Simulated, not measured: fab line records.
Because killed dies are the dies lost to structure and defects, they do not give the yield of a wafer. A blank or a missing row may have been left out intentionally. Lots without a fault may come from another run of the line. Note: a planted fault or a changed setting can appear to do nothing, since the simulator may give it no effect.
Shared-tool check    flow n5 finfet    Sample size 9 lots and 27 wafers

== REASON IT WAS OPENED ==
At N5_BEOL_M1_CD_MEAS_28 the reading cd nm is flagged on 2 of 9 lots. No-fault wafers: 23.99 nm, standard deviation 0.21.
Rule: flag the lot when none of its wafers has a number, or when each of its wafers that has one lies beyond 4 standard deviations from that mean. The other lots count as sound.

lot   measured      on         cd nm (nm), wafer by wafer  flag
L459  day 6 18:14   cd sem-01  24.28 24.04 24.06           
L461  day 6 23:46   cd sem-01  23.71 23.84 24.01           
L464  day 7 23:33   cd sem-01  24.08 23.75 23.92           
L463  day 7 23:50   cd sem-03  23.96 23.99 24.10           
L468  day 9 08:36   cd sem-02  24.08 24.10 24.18           
L476  day 11 02:34  cd sem-02  22.56 22.95 22.93           FLAGGED
L477  day 11 05:36  cd sem-01  22.97 22.96 22.78           FLAGGED
L479  day 11 16:53  cd sem-02  23.62 23.65 24.02           
L480  day 12 16:46  cd sem-03  23.80 24.04 24.21           
Average over the flagged lots: 22.86 nm; offset from the usual -1.13 nm, equal to -5 standard deviations.

== LOT BY LOT: THE TOOL USED ==
3 process steps preceding the reading are held in the record, out of 1938 steps in the route. Each cell gives the tool, then ch followed by the chambers the sampled wafers passed through, then the start.
lot   flag     N5_BEOL_M1_DESCUM_16                N5_BEOL_M1_ETCH_64                  N5_BEOL_M1_EXPOSE_25
L459           rie diel-02 ch 1,2, day 6 17:22     rie diel-02 ch 1,2, day 6 17:27     euv scanner-01 ch 0, day 6 18:06
L461           rie diel-05 ch 1,3, day 6 23:01     rie diel-05 ch 1,3, day 6 23:06     euv scanner-01 ch 0, day 6 23:37
L464           rie diel-02 ch 0,1,2, day 7 22:37   rie diel-02 ch 0,1,2, day 7 22:41   euv scanner-02 ch 0, day 7 23:24
L463           rie diel-05 ch 0,1,3, day 7 22:55   rie diel-05 ch 0,1,3, day 7 22:59   euv scanner-01 ch 0, day 7 23:41
L468           rie diel-06 ch 1,3, day 9 07:51     rie diel-06 ch 1,3, day 9 07:56     euv scanner-02 ch 0, day 9 08:28
L476  FLAGGED  rie diel-06 ch 0,3, day 11 01:47    rie diel-06 ch 0,3, day 11 01:52    euv scanner-02 ch 0, day 11 02:26
L477  FLAGGED  rie diel-02 ch 0,2,3, day 11 04:51  rie diel-02 ch 0,2,3, day 11 04:56  euv scanner-02 ch 0, day 11 05:28
L479           rie diel-06 ch 0,1,3, day 11 16:01  rie diel-06 ch 0,1,3, day 11 16:05  euv scanner-01 ch 0, day 11 16:45
L480           rie diel-06 ch 1,3, day 12 16:01    rie diel-06 ch 1,3, day 12 16:06    euv scanner-01 ch 0, day 12 16:37
What the steps here do:
- N5_BEOL_M1_DESCUM_16: chemistry O2, time 7 s.
- N5_BEOL_M1_ETCH_64: etches SOC in N2/H2, target depth 75 nm, overetch 15 nm, time 112.5 s.
- N5_BEOL_M1_EXPOSE_25: exposes mask V0, defocus 5 nm, target cd 24 nm.
- N5_BEOL_M1_CD_MEAS_28: target cd y 23.3 nm.

== FLAGGED AGAINST TOTAL, ONE TOOL AT A TIME (gauges that did the reading follow at the end) ==
step                   tool            lots run  flagged  share of the flagged lots  sound lots run after its first flagged lot
N5_BEOL_M1_DESCUM_16   rie diel-02     3         1        some                       0
N5_BEOL_M1_DESCUM_16   rie diel-05     2         0        none                       -
N5_BEOL_M1_DESCUM_16   rie diel-06     4         1        some                       2 (L479,L480)
N5_BEOL_M1_ETCH_64     rie diel-02     3         1        some                       0
N5_BEOL_M1_ETCH_64     rie diel-05     2         0        none                       -
N5_BEOL_M1_ETCH_64     rie diel-06     4         1        some                       2 (L479,L480)
N5_BEOL_M1_EXPOSE_25   euv scanner-01  5         0        none                       -
N5_BEOL_M1_EXPOSE_25   euv scanner-02  4         2        all                        0
N5_BEOL_M1_CD_MEAS_28  cd sem-01       4         1        some                       0
N5_BEOL_M1_CD_MEAS_28  cd sem-02       3         1        some                       1 (L479)
N5_BEOL_M1_CD_MEAS_28  cd sem-03       2         0        none                       -

== WHAT IS ALLOWED BY THE TABLE ==
All flagged lots share 1 row of the table, namely euv scanner-02 at N5_BEOL_M1_EXPOSE_25.
- euv scanner-02 at N5_BEOL_M1_EXPOSE_25 ran 4 lots, 2 of them flagged. Its last sound lot is L468 (day 9 08:28), its first flagged lot L476 (day 11 02:26): a fault that began between those two fits. Its own readings lie more than 4 standard deviations out on every wafer of the flagged lots: exposure dose mJ cm2.
One tool is left: euv scanner-02 at N5_BEOL_M1_EXPOSE_25.

== WHAT THE SIMULATOR HAD INSERTED ==
Process parameter drift: euv scanner-02, from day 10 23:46 on, at N5_BEOL_M1_EXPOSE_25. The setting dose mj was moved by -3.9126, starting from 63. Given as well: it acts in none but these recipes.
Lots struck among those shown: L476, L477. The same result came from the rule above.
